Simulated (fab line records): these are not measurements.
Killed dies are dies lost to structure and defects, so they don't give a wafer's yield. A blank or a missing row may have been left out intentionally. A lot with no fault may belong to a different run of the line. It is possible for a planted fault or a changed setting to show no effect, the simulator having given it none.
A struck lot beside a sound one ; flow n5-finfet ; 16 out of 1938 route steps
Sound: wafers L221.2, L221.3, L221.6. Struck: wafer L233.1. (L233.2, L233.3 of the same lot were not struck and are left out.) The cause comes at the end.
For every step that has rows: the tool of each side, followed by ch and its chambers, followed by its first start. Under that, the readings that differ: sound wafers ; struck wafers ; difference of the means ; sigmas: that difference in standard deviations of wafers without a fault.
alike: a reading whose means differ by less than 2 such deviations, as well as words and numbers matching on both sides. not compared: withheld readings; readings where some wafer has no value; bounds like >300 that might hide an equal value; numbers whose values overlap and for which the record gives no deviation.
Wherever a step has rows on one side only, a row that says differs or no value, or a row with sigmas, the two part there. Numbers that have no deviation but don't overlap get no sigmas and don't part them. Lack of a reading on every wafer of one side parts them only where that side has two or more wafers.

N5_HKMG_FIN_PWFM_ALD_03: deposits TiN, target thk 2 nm, pulse time 1 s, purge time 3 s.
  sound on ald-metal-03 ch 1,2,3, day 4 09:06; struck on ald-metal-02 ch 3, day 7 11:55
  alike: heater-power-w, precursor-pulse-height-rel
then, 8 steps without rows for these wafers: N5_HKMG_FIN_COAT_29 (time 60 s, resist thk 300 nm); N5_HKMG_FIN_COAT_30 (time 60 s, resist thk 35 nm); N5_HKMG_FIN_COAT_06 (resist thk 90 nm); N5_HKMG_FIN_EBR_08; N5_HKMG_FIN_SOFTBAKE_07 (time 60 s); N5_HKMG_FIN_EXPOSE_09 (exposes mask NWFM); N5_HKMG_FIN_PEB_10 (peb time 60 s); N5_HKMG_FIN_DEVELOP_11 (develop time 30 s).
N5_HKMG_FIN_CD_MEAS_12 targets a cd of 92.8 nm.
  sound on cd-sem-03 ch 0, day 4 09:56; struck on cd-sem-02 ch 0, day 7 12:37
  alike: cd-nm
N5_HKMG_FIN_OVL_MEAS_13:
  sound on overlay-02 ch 0, day 4 09:58; struck on overlay-02 ch 0, day 7 12:39
  alike: NWFM_OVL
N5_HKMG_FIN_INSPECT_14: inspects for defects (macro).
  sound on defect-inspect-01 at day 4 09:59; struck on defect-inspect-01 at day 7 12:41
  alike: raw-defect-count
N5_HKMG_FIN_DESCUM_17: chemistry O2, time 7.9 s.
  sound on rie-diel-01 ch 0,1, day 4 10:35; struck on rie-diel-01 ch 1, day 7 12:43
reading;sound;struck;difference;sigmas
model.CAR-ArF_of_HKMG_FIN_COAT_06.thk-nm (nm);83.4 83.2 83.4;83.8;+0.5;
  alike: drypump-motor-current-A, o2-flow-sccm, oes-product-au, rf-vpp-V, showerhead-plenum-p-Torr, throttle-valve-pct
  not compared: rf-hours-counter-h
N5_HKMG_FIN_ETCH_31: etches SiARC in CF4, target depth 45.5 nm, time 75.8 s.
  sound on rie-diel-01 ch 0,1, day 4 10:37; struck on rie-diel-01 ch 1, day 7 12:45
reading;sound;struck;difference;sigmas
model.CAR-ArF_of_HKMG_FIN_COAT_06.thk-nm (nm);50.8 50.6 50.8;51.2;+0.5;
  alike: drypump-motor-current-A, etch-rf-on-time-s, oes-product-au, rf-vpp-V, showerhead-plenum-p-Torr, throttle-valve-pct
  not compared: rf-hours-counter-h
N5_HKMG_FIN_ETCH_32: etches SOC in N2/H2, target depth 240 nm, time 300 s.
  sound on rie-diel-01 ch 0,1, day 4 10:40; struck on rie-diel-01 ch 1, day 7 12:48
  alike: drypump-motor-current-A, oes-product-au, rf-vpp-V, showerhead-plenum-p-Torr, throttle-valve-pct
  not compared: rf-hours-counter-h
-- the record jumps here: 9 days lie between the struck wafers' starts before and after (it left off in module HKMG_FIN and takes up again in module PASSIVATION, whose first step shown is number 1936 of the route) --
N5_PASSIVATION_PROBE_49:
  sound on prober-01 at day 14 12:07; struck on prober-01 at day 16 22:32
  alike: killed_at_M0_to_M3, killed_at_M4_up, killed-at-contacts, killed-at-front-end, killed-at-other, killed-dies, killed-on-rim, killed-open, killed-short

WHERE THEY PART
Nowhere in this record.

WHY: what had been put in by the simulator
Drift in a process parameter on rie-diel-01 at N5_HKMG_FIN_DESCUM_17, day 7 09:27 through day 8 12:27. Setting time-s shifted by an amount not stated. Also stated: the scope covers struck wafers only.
